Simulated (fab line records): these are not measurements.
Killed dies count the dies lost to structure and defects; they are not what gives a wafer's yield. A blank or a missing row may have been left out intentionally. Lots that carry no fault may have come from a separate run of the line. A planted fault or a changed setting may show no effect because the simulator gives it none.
Comparing a struck lot with a sound one | flow n5Finfet | 41 out of 1938 route steps
Sound: these wafers, L236.4, L236.5, L236.6. Struck: wafer L249.4 (L249.1, L249.2, from the same lot, were not struck and are left out); the cause is given at the end.
For every step that has rows: the tool of each side, followed by ch and its chambers, followed by its first start. Under that, the readings that differ: sound wafers | struck wafers | difference of the means | sigmas: that difference in standard deviations of wafers without a fault.
alike: readings whose means differ by less than 2 such deviations, and words and numbers that are the same on both sides. not compared: withheld readings, readings that some wafer has no value for, bounds like >300 that may hide the same value, and numbers for which the record gives no deviation and whose values overlap.
Wherever a step has rows on one side only, a row that says differs or no value, or a row with sigmas, the two part there. Numbers that have no deviation but don't overlap get no sigmas and don't part them. Lack of a reading on every wafer of one side parts them only where that side has two or more wafers.

first, 11 steps without rows for these wafers: N5_BEOL_M0_SAQP_STRIP_80 (strips in N2/H2); N5_BEOL_M0_SAQP_HM_OPEN_112 (chemistry CHF3/O2, target SiO2, stops on a-Si, target depth 12 nm, time 13.5 s); N5_BEOL_M0_SAQP_STRIP_113 (strips in CHF3/O2); N5_BEOL_M0_SAQP_MANDREL_ETCH_20 (etches a-Si in HBr/Cl2, stops on SiNx, target depth 60 nm, bt time 10 s, time 30 s); N5_BEOL_M0_SAQP_STRIP_86 (strips in N2/H2); N5_BEOL_M0_SAQP_STRIP_115 (strips in post etch residue remover, time 60 s); N5_BEOL_M0_SAQP_SRD_93 (time 30 s); N5_BEOL_M0_SAQP_RECESS_114 (chemistry HF/NH3, target SiO2, target depth 14.4 nm, afs cycles 3, sublimation time 60 s); N5_BEOL_M0_SAQP_SPACER1_ALD_98 (deposits SiO2, target thk 12.8 nm, pulse time 1 s, purge time 2 s); N5_BEOL_M0_SAQP_SPACER1_ETCHBACK_99 (etches SiO2 in CHF3/O2, target depth 15.4 nm, time 7.7 s); N5_BEOL_M0_SAQP_MANDREL1_REMOVE_100 (chemistry HBr/Cl2/O2, target a-Si, stops on SiNx, bt time 10 s).
N5_BEOL_M0_SAQP_ETCH_101: etches SiNx in CH3F/O2, target depth 29.9 nm, time 42.7 s.
  sound on rieDiel-01 ch 0,2,3, day 5 12:20; struck on rieDiel-01 ch 2, day 9 06:32
  alike: drypumpMotorCurrentA, oesProductAu, rfVppV, showerheadPlenumPTorr, throttleValvePct
  not compared: rfHoursCounterH
then, 20 steps without rows for these wafers: N5_BEOL_M0_SAQP_ETCH_102 (etches SiO2 in CF4, target depth 4 nm, time 4.4 s); N5_BEOL_M0_SAQP_MANDREL_ETCH_103 (etches a-Si in HBr/Cl2, stops on SiCN, target depth 45 nm, bt time 10 s, time 27 s); N5_BEOL_M0_SAQP_RECESS_104 (chemistry HF/NH3, target SiO2, target depth 18 nm, afs cycles 3, sublimation time 60 s); N5_BEOL_M0_SAQP_COAT_105 (time 60 s, resist thk 100 nm); N5_BEOL_M0_SAQP_ETCH_106 (etches SOC in N2/H2, stops on SiNx, target depth 150 nm); N5_BEOL_M0_SAQP_ETCH_107 (etches SiNx in CH3F/O2, target depth 30 nm); N5_BEOL_M0_SAQP_STRIP_108 (strips in N2/H2); N5_BEOL_M0_SAQP_RECESS_109 (chemistry HF/NH3, target SiO2, target depth 3 nm, afs cycles 1, sublimation time 60 s); N5_BEOL_M0_SAQP_SPACER2_ALD_26 (deposits SiO2, target thk 15 nm, pulse time 1 s, purge time 2 s); N5_BEOL_M0_SAQP_SPACER2_ETCHBACK_27 (etches SiO2 in CHF3/O2, target depth 22.5 nm, time 11.25 s); N5_BEOL_M0_SAQP_MANDREL2_REMOVE_110 (chemistry HBr/Cl2/O2, target a-Si, stops on SiCN, bt time 10 s); N5_BEOL_M0_SAQP_COAT_69 (time 60 s, resist thk 90 nm); N5_BEOL_M0_SAQP_COAT_72 (time 60 s, resist thk 15 nm); N5_BEOL_M0_SAQP_COAT_87 (time 60 s, resist thk 5 nm); N5_BEOL_M0_SAQP_COAT_34 (resist thk 30 nm); N5_BEOL_M0_SAQP_EBR_36; N5_BEOL_M0_SAQP_SOFTBAKE_35 (time 60 s); N5_BEOL_M0_SAQP_EXPOSE_37 (exposes mask M0 CUT1, target cd 30 nm); N5_BEOL_M0_SAQP_PEB_38 (peb time 60 s); N5_BEOL_M0_SAQP_DEVELOP_39 (develop time 30 s).
N5_BEOL_M0_SAQP_INSPECT_42: inspects for defects (brightfield).
  struck on defectInspect-01, day 9 12:29; sound on defectInspect-02, day 5 14:35
reading        | sound       | struck | difference | sigmas
rawDefectCount | 229 213 351 | 779    | +515       | +7
then, 5 steps without rows for these wafers: N5_BEOL_M0_SAQP_DESCUM_45 (chemistry O2, time 7 s); N5_BEOL_M0_SAQP_ETCH_88 (etches underlayer in N2/H2, target depth 6.5 nm, time 5.2 s); N5_BEOL_M0_SAQP_ETCH_73 (etches SiARC in CF4, target depth 19.5 nm, time 32.5 s); N5_BEOL_M0_SAQP_CUT_ETCH_46 (etches SOC in N2/H2, target depth 135 nm, overetch 27 nm, time 202.5 s); N5_BEOL_M0_SAQP_STRIP_74 (strips in N2/H2).
N5_BEOL_M0_CUTY_INSPECT_59: inspects for defects (macro).
  struck on defectInspect-01, day 9 14:31; sound on defectInspect-02, day 5 16:11
reading        | sound | struck | difference | sigmas
rawDefectCount | 1 2 1 | >300   | differs    | 
N5_BEOL_M4_RC_MEAS_101:
  sound on prober-02 ch 0, day 7 21:56; struck on prober-01 ch 0, day 11 11:28
  alike: DIBL_N, DIBL_P, IOFF_N, IOFF_P, ION_N, ION_P, SS_N, SS_P, VT_N, VT_P
-- record jumps: 5 days separate the struck wafers' starts on either side; left off in module BEOL_M4, taken up again in module PASSIVATION, whose first shown step is the route's number 1936 --
N5_PASSIVATION_PROBE_49:
  struck on prober-01, day 16 19:32; sound on prober-02, day 11 13:47
reading                 | sound          | struck | difference | sigmas
defectLimitedYield (%)  | 91.1 91.8 91.1 | 83.7   | -7.6       | -5
killed_at_M0_to_M3      | 52 41 37       | 87     | +44        | +5
killedAtOther           | 3 3 6          | 17     | +13        | +4
killedDies              | 105 97 105     | 192    | +90        | +5
killedOnRim             | 12 13 14       | 35     | +22        | +6
sort_bin_5_function (%) | 5.2 4.7 5.6    | 9.2    | +4.0       | +4
sort_bin_6_memory (%)   | 3.6 2.6 3.0    | 4.8    | +1.7       | +3
sortNPass               | 1075 1082 1075 | 988    | -89        | -4
sortYieldPct (%)        | 91.1 91.7 91.1 | 83.7   | -7.6       | -4
  alike: killed_at_M4_up, killedAtContacts, killedAtFrontEnd, killedOpen, killedShort, sort_bin_4_leakage

== WHERE THEY PART ==
First at N5_BEOL_M0_SAQP_INSPECT_42; last, within this record, at N5_PASSIVATION_PROBE_49.

WHY: whatever the simulator had introduced
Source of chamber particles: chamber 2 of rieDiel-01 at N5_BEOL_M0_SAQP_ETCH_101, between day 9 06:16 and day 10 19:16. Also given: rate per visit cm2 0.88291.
